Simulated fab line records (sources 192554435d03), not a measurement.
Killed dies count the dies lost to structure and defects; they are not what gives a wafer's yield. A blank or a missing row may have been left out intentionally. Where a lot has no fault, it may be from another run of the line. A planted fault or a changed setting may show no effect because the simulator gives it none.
Chamber matching | flow n5 finfet | rie diel-03 running N5_DUMMY_GATE_STRIP_41: 4 sister chambers
The step strips in O2. 20 wafers are shown with their chamber, then 10 later ones without.

## WAFERS WITH THEIR CHAMBER
wafer  | chamber | drypump motor current A (A) | throttle valve pct (%) | showerhead plenum p Torr (Torr)
L077.2 | 3       | 5.8                         | 16.64                  | 2.21
L077.5 | 2       | 6.4                         | 16.39                  | 2.18
L077.6 | 1       | 5.2                         | 16.85                  | 2.11
L078.1 | 0       | 5.3                         | 16.88                  | 2.10
L078.5 | 3       | 5.8                         | 16.65                  | 2.21
L078.6 | 0       | 5.3                         | 16.89                  | 2.10
L080.3 | 0       | 5.3                         | 16.89                  | 2.09
L080.4 | 2       | 6.4                         | 16.42                  | 2.18
L080.5 | 1       | 5.2                         | 16.87                  | 2.11
L081.1 | 1       | 5.2                         | 16.87                  | 2.11
L081.5 | 0       | 5.3                         | 16.90                  | 2.09
L081.6 | 3       | 5.9                         | 16.66                  | 2.21
L082.3 | 2       | 6.4                         | 16.40                  | 2.18
L082.4 | 1       | 5.2                         | 16.87                  | 2.11
L082.6 | 2       | 6.5                         | 16.40                  | 2.18
L084.2 | 3       | 5.8                         | 16.66                  | 2.20
L084.5 | 3       | 5.9                         | 16.66                  | 2.20
L084.6 | 2       | 6.4                         | 16.42                  | 2.18
L086.1 | 2       | 6.4                         | 16.43                  | 2.17
L086.3 | 0       | 5.3                         | 16.92                  | 2.09

SIGNATURES, as means of the wafers listed above
reading                  | chamber 0 | chamber 1 | chamber 2 | chamber 3 | scatter within a chamber
drypump motor current A  | 5.300     | 5.200     | 6.417     | 5.840     | 0.0356
throttle valve pct       | 16.8960   | 16.8650   | 16.4100   | 16.6540   | 0.0131
showerhead plenum p Torr | 2.0940    | 2.1100    | 2.1783    | 2.2060    | 0.0045
Rule: for a wafer and a chamber, the distance is found by dividing, reading by reading, the gap between the wafer's reading and the chamber's mean by the reading's scatter, squaring, summing and taking the root. If the next closest chamber is less than 2 further off than the closest, the wafer can't be placed; otherwise it belongs to the closest. The scatter: take each reading less its chamber's mean, square it, sum over the shown wafers, divide by the number of wafers less the number of chambers, and take the root.

## WAFERS MISSING THEIR CHAMBER
wafer  | drypump motor current A (A) | throttle valve pct (%) | showerhead plenum p Torr (Torr)
L086.4 | 5.8                         | 16.68                  | 2.20
L094.1 | 5.8                         | 16.70                  | 2.20
L094.4 | 6.5                         | 16.43                  | 2.17
L094.6 | 5.2                         | 16.91                  | 2.10
L095.1 | 6.4                         | 16.45                  | 2.17
L095.3 | 5.2                         | 16.88                  | 2.10
L095.4 | 5.3                         | 16.95                  | 2.09
L096.1 | 6.4                         | 16.46                  | 2.17
L096.3 | 5.8                         | 16.72                  | 2.19
L096.5 | 5.9                         | 16.71                  | 2.19

## WHICH CHAMBER EACH WENT THROUGH
wafer  | from the rows above     | in truth
L086.4 | 3                       | 3
L094.1 | 3                       | 3
L094.4 | 2                       | 2
L094.6 | can't be placed: 0 or 1 | 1
L095.1 | 2                       | 2
L095.3 | can't be placed: 1 or 0 | 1
L095.4 | 0                       | 0
L096.1 | 2                       | 2
L096.3 | 3                       | 3
L096.5 | 3                       | 3
Correctly placed: 8 of 10. Not placeable from these rows: 2 (in 2, the candidates include the true chamber). Placed wrongly: 0.
